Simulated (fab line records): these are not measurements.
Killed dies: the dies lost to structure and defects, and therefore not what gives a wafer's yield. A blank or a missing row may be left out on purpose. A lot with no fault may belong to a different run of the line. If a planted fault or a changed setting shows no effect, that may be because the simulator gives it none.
fab line records	flow nand-harc	part 2 of 2: steps 5 to 6 of 6
record lots=24	wafers=72	last-day=34
route steps=1302 shown A_CHANNEL_FILL_D2@633 A_STAIRCASE@674
lots that met no fault: taken from a fault-free run of the same line
start-h: hours from the record's opening day to when the first of the lot's shown wafers began	wait-h: how many hours have passed since the lot's step before this one	" unchanged from the row above	L1.1+2: several wafers, shown together as one row	- no value, or no start was given	* or withheld: withheld	< > ~ a bound
route shown NAME@n: a module of which the file shows steps, and the number in the route of the first	usual: the fault-free wafers' mean and standard deviation	same: alike in all rows	chamber/n: place in a boat	sites: each site's reading	_std_site: the standard deviation of these	_edge_site: outer sites' mean less inner sites'	radius-mm: for every site, how far away it sits from the centre of the wafer	mask NAME#n: copy n	behind: the tool/chamber that last shaped the wafer	hold: the reason the lot was held/the length of the hold in hours/how it ended	device: transistor that didn't switch, given as n, p or np	end of line: tests of these same wafers at the route's end	a step with no rows: only its recipe	killed: dies that structure and defects cost at the first sort, which is not the same as the wafer's yield	map: a wafer's dies, x killed, . not, _ none there
set.NAME: the setting the step ran with; set.NAME@STEP: the setting that earlier step ran with	model.NAME: the simulator's own value behind a step, which no gauge read
one table for each step of the route and one row for each wafer, over a sample of lots
services: the hour from which a tool's chamber was out of use, counted from the record's first day as start-h (under 0 if before that day), plus the number of hours and why
## steps
# step NHARC_A_STAIRCASE_TRIM_220
# recipe time-s=211.2	o2-flow-sccm=500	ar-flow-sccm=0	bias-w=0	chemistry=O2
# usual drypump-motor-current-A=5.7/0.55	oes-product-au=1.001/0.0085	rf-vpp-V=57.8/0.98	showerhead-plenum-p-Torr=3.53/0.18	throttle-valve-pct=17.036/0.0089
# same time-s=211.2
lot.wafer	tool	chamber	start-h	wait-h	drypump-motor-current-A	oes-product-au	rf-hours-counter-h	rf-vpp-V	showerhead-plenum-p-Torr	throttle-valve-pct
L075.2	rie-diel-13	3	362.76	0.2	5.4	1.013	2	58.3	3.66	17.057
L075.1	"	2	"	"	5.3	1.000	2	57.6	3.37	17.031
L075.5	"	0	"	"	6.3	1.000	-	58.3	3.51	17.022
L074.2	rie-diel-13	2	363.14	0.2	5.3	1.009	3	57.2	3.37	17.042
L074.3	"	3	"	"	5.4	1.010	2	58.9	3.66	17.030
L074.4	"	0	"	"	6.2	0.995	2	59.7	3.51	17.026
L076.2	rie-diel-02	0	386.05	0.1	5.8	0.991	50	58.5	3.78	17.036
L076.3	"	3	"	"	6.0	0.993	54	56.5	3.42	17.024
L076.5	"	1	"	"	5.0	1.012	-	57.9	3.27	17.042
L077.4	rie-diel-12	2	404.34	0.1	5.1	1.020	38	56.3	3.27	17.029
L077.3	"	1	"	"	6.5	1.024	44	57.6	3.49	17.029
L077.5	"	2	"	"	5.1	1.011	-	56.3	3.27	17.029
L079.1	rie-diel-13	1	411.01	0.1	6.3	1.019	17	57.3	3.31	17.028
L079.2	"	3	"	"	5.4	0.999	18	56.2	3.65	17.032
L079.4	"	0	"	"	6.2	1.004	19	57.6	3.50	17.047
L078.5	rie-diel-02	3	411.35	0.1	5.9	1.019	-	58.0	3.42	17.040
L078.6	"	0	"	"	5.8	1.003	-	58.0	3.77	17.017
L078.4	"	1	"	"	5.0	1.005	-	57.9	3.81	17.040
L081.1	rie-diel-02	1	424.87	0.1	5.0	0.982	9	57.5	3.80	17.026
L081.2	"	3	"	"	6.0	1.007	10	55.3	3.41	17.040
L081.5	"	1	"	"	5.0	0.990	-	57.5	3.80	17.019
L080.3	rie-diel-12	0	429.78	0.1	4.9	0.987	58	55.4	3.31	17.028
L080.4	"	3	"	"	5.7	0.996	52	58.2	3.63	17.050
L080.6	"	0	"	"	4.9	0.995	-	57.6	3.31	17.030
L082.3	rie-diel-02	0	438.90	0.2	5.8	0.996	10	58.6	3.77	17.041
L082.2	"	1	"	"	5.0	0.989	15	60.2	3.80	17.024
L082.4	"	2	"	"	6.6	0.995	-	58.6	3.46	17.050
L083.2	rie-diel-13	3	446.43	0.1	5.4	1.006	29	57.6	3.64	17.032
L083.3	"	0	"	"	6.2	1.006	28	58.2	3.50	17.034
L083.6	"	0	"	"	6.3	1.001	-	56.4	3.50	17.026
L084.1	rie-diel-12	2	462.99	0.1	5.1	1.011	3	58.8	3.81	17.045
L084.3	"	3	"	"	5.8	0.996	3	57.5	3.62	17.047
L084.6	"	2	"	"	5.1	1.013	-	56.9	3.81	17.043
L085.1	rie-diel-12	2	472.02	0.1	5.1	1.002	5	60.1	3.81	17.028
L085.3	"	3	"	"	5.8	0.984	6	58.5	3.62	17.024
L085.6	"	2	"	"	5.1	1.008	-	57.2	3.81	17.031
L086.4	rie-diel-13	1	482.48	0.1	6.3	1.001	40	56.9	3.29	17.035
L086.5	"	0	"	"	6.2	1.001	-	57.8	3.49	17.028
L086.6	"	1	"	"	6.3	1.004	-	57.6	3.29	17.037
L087.2	rie-diel-02	2	483.16	0.1	6.6	1.005	30	56.7	3.45	17.037
L087.4	"	3	"	"	5.9	1.004	23	56.8	3.41	17.031
L087.3	"	0	"	"	5.8	0.998	29	58.0	3.76	17.030
L088.3	rie-diel-02	1	512.48	0.1	5.0	1.003	35	57.8	3.79	17.041
L088.2	"	2	"	"	6.6	1.002	38	56.4	3.45	17.036
L088.5	"	0	"	"	5.8	0.999	-	59.1	3.76	17.038
L089.4	rie-diel-13	3	514.79	0.1	5.4	0.996	46	56.5	3.63	17.028
L089.2	"	1	"	"	6.3	1.002	47	58.5	3.29	17.052
L089.5	"	2	"	"	5.3	1.009	-	57.2	3.35	17.024
L090.1	rie-diel-02	0	527.08	0.1	5.8	1.006	43	59.3	3.75	17.033
L090.4	"	3	"	"	5.9	1.009	39	58.7	3.40	17.040
L090.5	"	0	"	"	5.8	1.000	-	58.2	3.75	17.043
L091.1	rie-diel-02	1	527.77	0.1	5.0	0.992	41	58.1	3.78	17.026
L091.3	"	3	"	"	5.9	0.996	40	57.5	3.40	17.032
L091.5	"	1	"	"	5.0	0.991	-	60.3	3.78	17.046
L092.1	rie-diel-13	2	538.03	0.1	5.3	1.001	2	56.9	3.35	17.020
L092.3	"	0	"	"	6.3	0.990	2	58.1	3.49	17.033
L092.5	"	2	"	"	5.3	0.999	-	57.1	3.35	17.039
L093.3	rie-diel-02	0	549.99	0.1	5.8	0.998	49	58.6	3.75	17.030
L093.4	"	0	"	"	5.8	1.007	-	59.1	3.75	17.040
L093.5	"	1	"	"	5.0	0.999	-	58.1	3.78	17.044
L096.1	rie-diel-02	3	570.00	0.1	5.9	0.997	54	56.5	3.39	17.046
L096.3	"	0	"	"	5.8	0.996	58	57.2	3.74	17.036
L096.6	"	2	"	"	6.6	1.006	-	57.3	3.44	17.039
L094.2	rie-diel-12	3	570.31	0.1	5.8	0.996	40	58.0	3.60	17.041
L094.4	"	0	"	"	4.9	1.001	39	57.2	3.29	17.029
L094.3	"	2	"	"	5.1	1.012	38	57.7	3.79	17.041
L095.4	rie-diel-12	2	572.04	0.1	5.1	1.006	38	58.0	3.79	17.039
L095.6	"	3	"	"	5.7	0.993	-	57.4	3.60	17.044
L095.5	"	0	"	"	4.9	0.997	-	58.1	3.29	17.029
L097.3	rie-diel-13	1	590.16	0.1	6.3	1.009	20	57.6	3.28	17.031
L097.4	"	3	"	"	5.4	1.009	17	58.3	3.62	17.042
L097.5	"	0	"	"	6.3	1.001	-	57.3	3.48	17.039
# step NHARC_A_STAIRCASE_ETCH_223
# recipe target-depth-a=1000	time-s=40.5	ion-energy-ev=400	c4f8-flow-sccm=20	o2-flow-sccm=10	ar-flow-sccm=withheld	rf-w=600	bias-w=1000	chemistry=C4F8/O2
# usual oes-product-au=0.942/0.011	rf-vpp-V=896/6.6
# same time-s=40.5
lot.wafer	tool	chamber	start-h	wait-h	oes-product-au	rf-hours-counter-h	rf-vpp-V
L075.2	rie-diel-13	2	-	-	0.939	3	891
L075.1	"	0	"	"	0.930	3	895
L075.5	"	2	"	"	0.948	-	891
L074.4	rie-diel-13	2	-	-	0.946	4	889
L074.2	"	3	"	"	0.950	4	901
L074.3	"	1	"	"	0.960	4	888
L076.3	rie-diel-02	0	-	-	0.955	50	906
L076.2	"	2	"	"	0.943	56	892
L076.5	"	0	"	"	0.956	-	903
L077.3	rie-diel-12	2	-	-	0.938	38	887
L077.4	"	3	"	"	0.930	42	900
L077.5	"	2	"	"	0.950	-	886
L079.4	rie-diel-13	1	-	-	0.944	17	887
L079.1	"	3	"	"	0.962	19	900
L079.2	"	0	"	"	0.959	19	895
L078.5	rie-diel-02	3	-	-	0.950	-	891
L078.6	"	0	"	"	0.945	-	905
L078.4	"	1	"	"	0.933	-	906
L081.1	rie-diel-02	2	-	-	0.936	7	894
L081.2	"	3	"	"	0.937	10	891
L081.5	"	2	"	"	0.937	-	894
L080.4	rie-diel-12	1	-	-	0.949	57	894
L080.3	"	2	"	"	0.960	49	887
L080.6	"	1	"	"	0.947	-	893
L082.2	rie-diel-02	0	-	-	0.925	10	905
L082.3	"	1	"	"	0.915	15	906
L082.4	"	0	"	"	0.924	-	905
L083.2	rie-diel-13	3	-	-	0.940	29	900
L083.3	"	2	"	"	0.949	24	890
L083.6	"	3	"	"	0.944	-	900
L084.1	rie-diel-12	2	-	-	0.953	3	905
L084.3	"	3	"	"	0.926	3	898
L084.6	"	1	"	"	0.941	-	894
L085.3	rie-diel-12	2	-	-	0.943	6	907
L085.1	"	3	"	"	0.925	7	899
L085.6	"	3	"	"	0.929	-	900
L086.4	rie-diel-13	0	-	-	0.938	37	895
L086.6	"	3	"	"	0.941	-	898
L086.5	"	0	"	"	0.927	-	895
L087.3	rie-diel-02	2	-	-	0.945	30	892
L087.2	"	0	"	"	0.950	29	904
L087.4	"	1	"	"	0.938	29	906
L088.2	rie-diel-02	1	-	-	0.931	35	906
L088.3	"	2	"	"	0.950	38	894
L088.5	"	0	"	"	0.934	-	903
L089.4	rie-diel-13	3	-	-	0.948	46	901
L089.2	"	0	"	"	0.937	44	895
L089.5	"	1	"	"	0.956	-	887
L090.1	rie-diel-02	0	-	-	0.931	44	905
L090.4	"	1	"	"	0.923	-	905
L090.5	"	0	"	"	0.928	-	904
L091.1	rie-diel-02	0	-	-	0.931	44	903
L091.3	"	3	"	"	0.927	40	890
L091.5	"	3	"	"	0.926	-	892
L092.1	rie-diel-13	1	-	-	0.945	2	886
L092.3	"	0	"	"	0.946	2	895
L092.5	"	1	"	"	0.949	-	887
L093.3	rie-diel-02	3	-	-	0.940	46	891
L093.5	"	1	"	"	0.947	-	905
L093.4	"	0	"	"	0.953	-	904
L096.3	rie-diel-02	2	-	-	0.949	52	892
L096.1	"	0	"	"	0.936	58	903
L096.6	"	2	"	"	0.938	-	893
L094.3	rie-diel-12	1	-	-	0.951	35	893
L094.2	"	2	"	"	0.959	38	905
L094.4	"	0	"	"	0.953	39	886
L095.4	rie-diel-12	0	-	-	0.935	40	887
L095.5	"	3	"	"	0.932	-	897
L095.6	"	0	"	"	0.940	-	887
L097.4	rie-diel-13	2	-	-	0.944	22	888
L097.3	"	0	"	"	0.939	16	894
L097.5	"	3	"	"	0.952	-	900
## services
tool	chamber	start-h	hours	kind
cmp-02	-	331.51	4.0	pm
plasma-asher-01	-	342.12	9.0	pm
rie-diel-13	-	344.18	9.0	pm
rie-diel-13	-	359.23	0.7	repair
cmp-02	-	360.96	2.7	repair
rie-diel-13	2	366.09	6.4	repair
cmp-02	-	373.87	0.9	repair
rie-diel-02	0	377.40	2.1	repair
plasma-asher-02	-	378.47	9.3	repair
rie-diel-12	2	378.86	2.6	repair
rie-diel-02	-	394.46	9.0	pm
cmp-02	-	405.33	1.8	repair
rie-diel-13	-	423.11	5.7	repair
rie-diel-02	0	424.08	12.3	repair
plasma-asher-02	-	426.22	9.0	pm
rie-diel-02	3	434.93	28.6	repair
rie-diel-12	-	445.82	9.0	pm
rie-diel-12	1	469.74	9.5	repair
rie-diel-13	0	475.54	6.6	repair
rie-diel-13	3	499.83	6.7	repair
plasma-asher-01	-	519.30	9.0	pm
rie-diel-13	-	521.79	9.0	pm
rie-diel-02	2	547.77	7.8	repair
plasma-asher-02	-	567.53	2.5	repair
